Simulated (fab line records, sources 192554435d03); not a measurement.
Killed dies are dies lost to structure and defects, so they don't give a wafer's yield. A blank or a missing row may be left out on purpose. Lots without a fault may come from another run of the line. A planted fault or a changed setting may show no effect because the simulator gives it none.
fab line records | flow n5_finfet
record lots=3 wafers=9 last_day=16
route steps=1938 shown MOL_CONTACT_COAG@550 BEOL_M4@1111 PASSIVATION@1936
lots that met no fault: from a run of the same line without faults
start_h: hours from the record's first day to the start of the lot's first wafer shown | wait_h: hours since the lot's step before | " the same as in the row above | L1.1+2: a row that stands for several wafers | - no value, or no start given | * or withheld: withheld | < > ~ a bound
route shown NAME@n: a module of which the file shows steps, and the number in the route of the first | usual: mean/standard deviation of fault-free wafers | same: alike in all rows | chamber/n: place in a boat | sites: the reading at each site | _std_site: their standard deviation | _edge_site: outer sites' mean less inner sites' | radius_mm: how far each site lies from the wafer's centre | mask NAME#n: copy n | behind: the tool/chamber that last shaped the wafer | hold: why the lot was held/for how many hours/how that ended | device: the transistor (n, p or np) that didn't switch | end of line: the same wafers' tests at the end of the route | a step without rows: its recipe alone | killed: dies lost to structure and defects at the first sort, not the wafer's yield | map: a wafer's dies, x killed, . not, _ none there
set.NAME: the setting as run; set.NAME@STEP: as run at that earlier step | model.NAME: the simulator's own value behind a step, which no gauge read
lots at some steps of the route; a table a step, a row a wafer
services: from which hour (start_h, from the record's first day; less than 0 if before it) a tool's chamber was out of use, for how many hours, and why
## steps
# step N5_MOL_CONTACT_COAG_PRE_CLEAN_142
# recipe gas=H2/He time_s=60 temp_c=300
# step N5_MOL_CONTACT_COAG_SPUTTER_130
# recipe material=Co target_thk_a=475 temp_c=25 chamber_pressure_pa=0.5 power_w=3000
# step N5_MOL_CONTACT_COAG_PRECLEAN_125
# recipe chemistry=DIW time_s=57.5 temp_c=23
# step N5_MOL_CONTACT_COAG_SRD_126
# recipe dry_time_s=32 dry=n2_spin spin_rpm=1500
# step N5_MOL_CONTACT_COAG_CMP_23
# recipe stop_on=SiO2 t_overpolish_s=1.5 post_cmp_clean=cu_alkaline down_force_psi=2 platen_rpm=50.289 pad_velocity_m_s=1.0006 target_thk_nm=0
# step N5_MOL_CONTACT_COAG_WET_ETCH_26
# recipe target=Co target_depth_nm=13
# step N5_MOL_CONTACT_COAG_WET_ETCH_116
# recipe chemistry=SC1-inhibited target_depth_nm=4.6 dry=ipa_marangoni rinse_time_s=30 rinse_temp_c=23
# step N5_MOL_CONTACT_COAG_ALD_27
# recipe material=SiOC target_thk_a=170 temp_c=400 ald_precursor_family=carbosiloxane ald_co_reactant=H2-plasma pulse_time_s=1.5 time_s=2720 purge_time_s=2 co_reactant_purge_time_s=2 ald_cycles=340 pressure_torr=2
# step N5_MOL_CONTACT_COAG_CMP_28
# recipe stop_on=SiNx t_overpolish_s=0.85 post_cmp_clean=alkaline_brush down_force_psi=4.15 platen_rpm=51.8 pad_velocity_m_s=1.0307 target_thk_nm=14.522
# step N5_MOL_CONTACT_COAG_ALD_123
# recipe material=SiNx target_thk_a=50 temp_c=400 ald_precursor_family=SiH2I2 ald_co_reactant=N2/H2-plasma pulse_time_s=1 purge_time_s=2 co_reactant_purge_time_s=2 ald_cycles=100 pressure_torr=2
# usual heater_power_w=856/59 precursor_pulse_height_rel=1.001/0.021
# columns lot.wafer tool chamber start_h wait_h heater_power_w precursor_pulse_height_rel
L591.1 ald_sin-01 1 144.12 0.0 796 1.018
L591.3 " 3 " " 858 0.979
L591.6 " 3 " " 860 0.997
L592.1 ald_sin-01 3 150.49 0.0 862 0.999
L592.4 " 0 " " 909 0.982
L592.5 " 0 " " 934 1.031
L602.2 ald_sin-03 3 211.48 0.7 802 1.020
L602.4 " 1 " " 936 1.024
L602.5 " 3 " " 803 1.020
# step N5_MOL_CONTACT_COAG_PECVD_31
# recipe material=SiO2 target_thk_a=460 temp_c=400 precursor=TEOS/O2 pressure_torr=6.5 rf_w=withheld teos_flow_sccm=withheld gas=O2 flow_sccm=2650 time_s=8.9
# step N5_MOL_CONTACT_COAG_COAT_75
# recipe resist=SOC temp_c=250 time_s=60 spin_rpm=1500 resist_thk_nm=60
# step N5_MOL_CONTACT_COAG_COAT_76
# recipe resist=SiARC temp_c=220 time_s=60 spin_rpm=1500 resist_thk_nm=10
# step N5_MOL_CONTACT_COAG_COAT_77
# recipe resist=underlayer temp_c=205 time_s=60 spin_rpm=1500 resist_thk_nm=10
# step N5_MOL_CONTACT_COAG_COAT_78
# recipe resist=CAR-EUV spin_rpm=1500 resist_thk_nm=40
# step N5_MOL_CONTACT_COAG_EBR_80
# recipe solvent=PGMEA ebr_width_mm=1.5
# step N5_MOL_CONTACT_COAG_SOFTBAKE_79
# recipe temp_c=110 time_s=60 resist=CAR-EUV
# step N5_MOL_CONTACT_COAG_EXPOSE_81
# recipe mask_id=VG na=0.33 source_shape=annular sigma_inner=0.3 sigma_outer=0.7 polarization=unpolarized defocus_nm=0 dose_mj=59.5
# step N5_MOL_CONTACT_COAG_PEB_82
# recipe peb_temp_c=100 peb_time_s=60 resist=CAR-EUV
# step N5_MOL_CONTACT_COAG_DEVELOP_83
# recipe develop_time_s=30 developer=TMAH resist=CAR-EUV rinse_liquid=surfactant_rinse dry=air_spin dev_temp_c=23
# step N5_MOL_CONTACT_COAG_INSPECT_57
# recipe mode=adi inspect_instrument=brightfield
# usual raw_defect_count=198/49
# columns lot.wafer tool chamber start_h wait_h raw_defect_count
L591.1 defect_inspect-01 - 145.17 0.1 231
L591.3 " - " " 193
L591.6 " - " " 195
L592.1 defect_inspect-01 - 151.42 0.1 585
L592.4 " - " " 195
L592.5 " - " " 214
L602.2 defect_inspect-01 - 212.54 0.0 119
L602.4 " - " " 149
L602.5 " - " " 193
# step N5_MOL_CONTACT_COAG_DESCUM_88
# recipe chemistry=O2 time_s=7 source_power_w=50 bias_power_w=20 pressure_mtorr=20 rf_frequency_hz=2.712e+07 temp_c=40 resist=CAR-EUV o2_flow_sccm=225
# step N5_MOL_CONTACT_COAG_ETCH_89
# recipe chemistry=N2/H2 target=underlayer target_depth_a=130 mask_material=CAR-EUV time_s=10.4 ion_energy_ev=200 pressure_mtorr=30 source_w=840 bias_w=150 n2_flow_sccm=200 h2_flow_sccm=200 ends=cleared
# step N5_MOL_CONTACT_COAG_ETCH_90
# recipe chemistry=CF4 target=SiARC target_depth_a=130 mask_material=CAR-EUV time_s=21.7 ion_energy_ev=80 pressure_mtorr=40 source_w=545 bias_w=36 Ar_flow_sccm=100 cf4_flow_sccm=100 ends=cleared
# step N5_MOL_CONTACT_COAG_ALD_131
# recipe material=SiO2 target_thk_a=50 temp_c=100 ald_precursor_family=BDEAS ald_co_reactant=O2-plasma pulse_time_s=1 co_reactant_pulse_time_s=1 purge_time_s=2 co_reactant_purge_time_s=2 ald_cycles=35 pressure_torr=2
# step N5_MOL_CONTACT_COAG_ETCHBACK_132
# recipe chemistry=CHF3 target=SiO2 target_depth_a=100 time_s=6.7 ion_energy_ev=200 pressure_mtorr=30 source_w=610 bias_w=170 Ar_flow_sccm=200 CHF3_flow_sccm=50
# step N5_MOL_CONTACT_COAG_ETCH_91
# recipe chemistry=N2/H2 target=SOC target_depth_a=600 overetch_a=210 mask_material=SiARC temp_c=40 time_s=101.2 ion_energy_ev=200 pressure_mtorr=30 source_w=840 bias_w=150 n2_flow_sccm=200 h2_flow_sccm=200
# step N5_MOL_CONTACT_COAG_STRIP_92
# recipe chemistry=N2/H2 temp_c=40 n2_flow_sccm=200 h2_flow_sccm=200 rf_frequency_hz=6e+07
# step N5_MOL_CONTACT_COAG_STRIP_93
# recipe chemistry=N2/H2 temp_c=40 n2_flow_sccm=200 h2_flow_sccm=200 rf_frequency_hz=6e+07
# step N5_MOL_CONTACT_COAG_ETCHBACK_135
# recipe chemistry=CHF3 target=SiO2 target_depth_a=250 time_s=16.7 ion_energy_ev=200 pressure_mtorr=30 source_w=610 bias_w=170 Ar_flow_sccm=200 CHF3_flow_sccm=50
# step N5_MOL_CONTACT_COAG_STRIP_118
# recipe chemistry=CHF3 resist=SiARC rf_frequency_hz=6e+07
# step N5_MOL_CONTACT_COAG_VIA_ETCH_46
# recipe chemistry=C4F6/O2 target_depth_a=460 overetch_a=92 mask_material=SOC target=SiO2 bias_w=455 pressure_mtorr=10 time_s=40 source_w=325 Ar_flow_sccm=300 C4F6_flow_sccm=10 O2_flow_sccm=10 ion_energy_ev=575.3 ends=end_point
# step N5_MOL_CONTACT_COAG_STRIP_96
# recipe chemistry=N2/H2 power_w=500 temp_c=40 pressure_mtorr=50 rf_frequency_hz=6e+07 overash_fraction=0.3 bias_power_w=28 h2_frac=0.5 n2_flow_sccm=300 h2_flow_sccm=300
# step N5_MOL_CONTACT_COAG_ETCH_47
# recipe chemistry=CH3F/O2 target=SiNx target_depth_a=270 mask_material=SiO2 stop_on=W over_etch_frac=0.2 ion_energy_ev=120 endpoint=OES-CN pressure_mtorr=30 source_w=395 bias_w=73 Ar_flow_sccm=150 CH3F_flow_sccm=30 O2_flow_sccm=20 ends=end_point
# step N5_MOL_CONTACT_COAG_STRIP_119
# recipe chemistry=N2/H2 time_s=30 power_w=1000 temp_c=250 pressure_mtorr=withheld n2_flow_sccm=1750 h2_flow_sccm=3250
# step N5_MOL_CONTACT_COAG_PRECLEAN_144
# recipe chemistry=alkaline_clean temp_c=60 time_s=60 do_ppb=50
# step N5_MOL_CONTACT_COAG_SRD_145
# recipe dry=ipa_marangoni time_s=30 temp_c=23 rinse_liquid=diw
# step N5_MOL_CONTACT_COAG_INSPECT_42
# recipe mode=adi inspect_instrument=brightfield
# usual raw_defect_count=199/48
# columns lot.wafer tool chamber start_h wait_h raw_defect_count
L591.1 defect_inspect-02 - 147.63 0.1 225
L591.3 " - " " 176
L591.6 " - " " 184
L592.1 defect_inspect-02 - 153.69 0.1 571
L592.4 " - " " 193
L592.5 " - " " 219
L602.2 defect_inspect-02 - 213.91 0.0 120
L602.4 " - " " 158
L602.5 " - " " 164
# step N5_BEOL_M4_RC_MEAS_101
# usual DIBL_N=35.9/1.7 DIBL_P=35.8/2.2 IOFF_N=0.15/0.03 IOFF_P=0.21/0.036 ION_N=674/12 ION_P=463/7.2 SS_N=71.3/0.59 SS_P=73.1/0.69 VT_N=250/3 VT_P=-251/3.2
# columns lot.wafer tool chamber start_h wait_h DIBL_N[mV/V] DIBL_P[mV/V] IOFF_N[nA/um] IOFF_P[nA/um] ION_N[uA/um] ION_P[uA/um] SS_N[mV/dec] SS_P[mV/dec] VT_N[mV] VT_P[mV]
L591.1 prober-01 0 229.84 0.0 35.8 38.2 0.17 0.24 683 471 70.8 73.2 247 -246
L591.3 " 0 " " 33.6 33.8 0.12 0.16 666 460 70.9 72.4 255 -252
L591.6 " 0 " " 35.3 36.1 0.14 0.20 675 471 71.1 73.3 252 -252
L592.1 prober-02 0 237.32 0.0 34.5 34.1 0.14 0.15 661 445 70.5 73.3 249 -259
L592.4 " 0 " " 35.1 34.5 0.14 0.16 663 446 70.4 73.5 249 -256
L592.5 " 0 " " 33.0 32.9 0.11 0.14 659 448 70.3 73.3 253 -261
L602.2 prober-01 0 292.35 0.2 34.4 33.1 0.14 0.18 676 460 70.5 72.7 254 -252
L602.4 " 0 " " 34.6 34.8 0.14 0.22 668 462 70.9 73.2 253 -246
L602.5 " 0 " " 35.0 36.0 0.15 0.23 662 458 70.9 73.6 250 -247
# step N5_PASSIVATION_PROBE_49
# usual defect_limited_yield=91.0/1.5 killed_at_M0_to_M3=35/12 killed_at_M4_up=15/5.8 killed_at_contacts=14/7.2 killed_at_front_end=40/10 killed_at_other=3/3 killed_dies=106/18 killed_open=68/14 killed_short=35/7.2 sort_bin_5_function=5.2/0.96 sort_bin_6_memory=3.3/0.69 sort_n_pass=1074/18 sort_yield_pct=91.0/1.5
# same gross_dies=1180 killed_at_back_side=0 sort_bin_4_leakage[%]=0 sort_bin_8_speed[%]=0
# columns lot.wafer tool chamber start_h wait_h defect_limited_yield[%] killed_at_M0_to_M3 killed_at_M4_up killed_at_contacts killed_at_front_end killed_at_other killed_dies killed_open killed_short sort_bin_5_function[%] sort_bin_6_memory[%] sort_n_pass sort_yield_pct[%]
L591.1 prober-02 - 335.43 0.0 90.7 29 17 18 44 2 110 77 31 5.0 4.0 1070 90.7
L591.3 prober-02 - 335.53 0.1 91.9 24 19 19 30 3 95 66 29 4.9 3.1 1085 91.9
L591.6 prober-02 - 335.68 0.3 91.1 36 17 15 35 2 105 62 43 5.0 3.7 1075 91.1
L592.1 prober-02 - 343.57 0.0 83.4 26 14 117 33 6 196 59 30 10.8 3.3 984 83.4
L602.2 prober-02 - 385.80 0.1 90.0 29 21 15 52 1 118 73 44 6.1 3.7 1062 90.0
L602.4 prober-02 - 385.90 0.2 90.9 33 14 14 44 2 107 72 30 5.7 3.0 1073 90.9
L602.5 prober-02 - 385.95 0.2 90.3 18 23 19 52 2 114 71 32 5.8 3.3 1066 90.3
# killed by level:class
L591.1 MOL_CONTACT_COAG:geometric_particle:open=18 STI_FIN_REVEAL:geometric_particle:open=12 FIN_SAQP:geometric_particle:short=10 BEOL_M4:geometric_particle:open=9 BEOL_M3:geometric_particle:open=8 GATE_CUT:geometric_particle:open=6 BEOL_M1:geometric_particle:short=5 STARTING-WAFER:geometric_particle:short=5
L591.3 BEOL_M4:geometric_particle:open=13 MOL_CONTACT_COAG:geometric_particle:open=12 MOL_CONTACT_COAG:geometric_particle:short=7 STI_FIN_REVEAL:geometric_particle:open=6 DUMMY_GATE:geometric_particle:short=6 DUMMY_GATE:geometric_particle:open=6 BEOL_M3:geometric_particle:open=6 BEOL_M0_SAQP:geometric_particle:open=5
L591.6 MOL_CONTACT_COAG:geometric_particle:open=12 FIN_SAQP:geometric_particle:short=10 BEOL_M2:geometric_particle:open=9 BEOL_M0_SAQP:geometric_particle:short=8 FIN_SAQP:geometric_particle:open=7 BEOL_M4:geometric_particle:open=7 BEOL_M0_SAQP:geometric_particle:open=6 BEOL_M1:geometric_particle:short=4
L592.1 MOL_CONTACT_COAG:unspecified=102 MOL_CONTACT_COAG:geometric_particle:open=12 STI_FIN_REVEAL:geometric_particle:open=8 BEOL_M2:geometric_particle:open=7 BEOL_M4:geometric_particle:open=6 BEOL_M0:geometric_particle:open=6 FIN_SAQP:geometric_particle:short=5 STARTING-WAFER:geometric_particle:short=4
L602.2 FIN_SAQP:geometric_particle:open=15 MOL_CONTACT_COAG:geometric_particle:open=12 FIN_SAQP:geometric_particle:short=11 BEOL_M0_SAQP:geometric_particle:short=10 BEOL_M4:geometric_particle:open=8 BEOL_M2:geometric_particle:open=7 GATE_CUT:geometric_particle:short=6 STARTING-WAFER:geometric_particle:short=6
L602.4 FIN_SAQP:geometric_particle:open=15 MOL_CONTACT_COAG:geometric_particle:open=13 FIN_SAQP:geometric_particle:short=11 BEOL_M0_SAQP:geometric_particle:open=10 BEOL_M0_SAQP:geometric_particle:short=9 BEOL_M4:geometric_particle:open=5 BEOL_M2:geometric_particle:open=4 STI_FIN_REVEAL:geometric_particle:open=4
L602.5 MOL_CONTACT_COAG:geometric_particle:open=14 FIN_SAQP:geometric_particle:open=11 FIN_SAQP:geometric_particle:short=9 STI_FIN_REVEAL:geometric_particle:open=9 BEOL_M0_SAQP:geometric_particle:open=7 BEOL_M4:geometric_particle:open=7 BEOL_M5:geometric_particle:open=6 HKMG_FIN:area_etch=6
# map L592.1 (x killed, . not)
_________________..x.........________________
______________.................._____________
___________..........x.....x.......__________
__________....x................x...._________
________.x........x..........x........_______
_______..................x........x..x.______
______....x..............x.........x...._____
_____.........x..........................____
____.x..........x........x................___
___.x..............x............xx.........__
___......x.......x.........................__
__..x......x...............x.....x...x......_
__.....x..........x..........xx.x.x..x......_
_..........x...x.........x...xxxxxxxx........
_.....x...................x...xxxxxxxxx..x...
_..xx...x........x..........xxxxxxxxxxxx.....
_..........xx...x.........xxxxxxxxxxxx..x....
_..x.x....................xxxxxxxxxxxxx......
_..x...x........x..........x.xxxxxxxxxxxxx...
_....x.x.....x.............x.xxxxxxxxxxx....x
_.....x..................x.x.xxxxxxxx....x...
__......x...............x....x.xxxxxxxx....._
__........x...................xxx..x....x..._
___.x.................x..xx....x......x....__
___...............x.....x.........x........__
____..........x..x...............x.....x..___
_____.......x.....................x......____
______.........xx......................._____
_______.....x..........................______
________..........x..x.............x.._______
__________.....................xxx.._________
___________..x.......x....x........__________
______________.................x_____________
_________________............________________
# map L591.1 (x killed, . not)
_________________..x..x......________________
______________..x....x...x......_____________
___________................x.......__________
__________..x..x..................x._________
________..................x....x...x.._______
_______x...............................______
______.x.....x.............x............_____
_____....x......x.......x................____
____.......x...x....x......x....x..x......___
___..xx......x.........x..........x....x...__
___..x.x...................................__
__...x..........x...............x...x......._
__....................................x...x._
_x......x..........x....x.......xx...........
_.x..........................x..x..x.........
_....x...............x...x..x.x..............
_...................xx..................x....
_.........x................xx................
_......x.......x.....x................x..x...
_........................x....x..............
_.................x.........x.........xx.....
__.........................................x_
__........x................................._
___....x.........................x.........__
___.xx.............x...x........x..x...x...__
____.....x...........x.x..x...........x...___
_____......x....x.xx.........x........x..____
______......................x..........._____
_______......x.............x.x......x..______
________........xx...x.x......x.x....._______
__________x...x.............x.....x._________
___________...............x........__________
______________.................._____________
_________________....x.......________________
## services
# columns tool chamber start_h hours kind
ald_sin-03 2 175.94 10.6 repair
ald_sin-03 - 176.75 14.0 pm
ald_sin-03 0 176.75 14.0 vent_cycle
ald_sin-03 1 176.75 14.0 vent_cycle
ald_sin-03 3 176.75 14.0 vent_cycle
ald_sin-03 0 190.75 - clean
ald_sin-03 1 190.75 - clean
ald_sin-03 2 190.75 - clean
ald_sin-03 3 190.75 - clean
ald_sin-03 - 204.91 6.1 pm
## key
first_sign step=N5_MOL_CONTACT_COAG_INSPECT_57 reading=raw_defect_count direction=up sigmas=7.8 usual=198 struck=585
effect step=N5_MOL_CONTACT_COAG_INSPECT_42 reading=raw_defect_count direction=up sigmas=7.8 usual=199 struck=571
effect step=N5_PASSIVATION_PROBE_49 reading=killed_at_contacts direction=up sigmas=14 usual=14 struck=117
more_kills_born_at N5_MOL_CONTACT_COAG_ALD_123@ald_sin-01=102
met_at N5_MOL_CONTACT_COAG_ALD_123
struck_wafers L592.1
onset_between 144.12 150.49
fault kind=chamber_particle_source tool=ald_sin-01 chamber=3 onset_h=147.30 steps=N5_MOL_CONTACT_COAG_ALD_123 rate_per_visit_cm2=0.54857 end_h=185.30
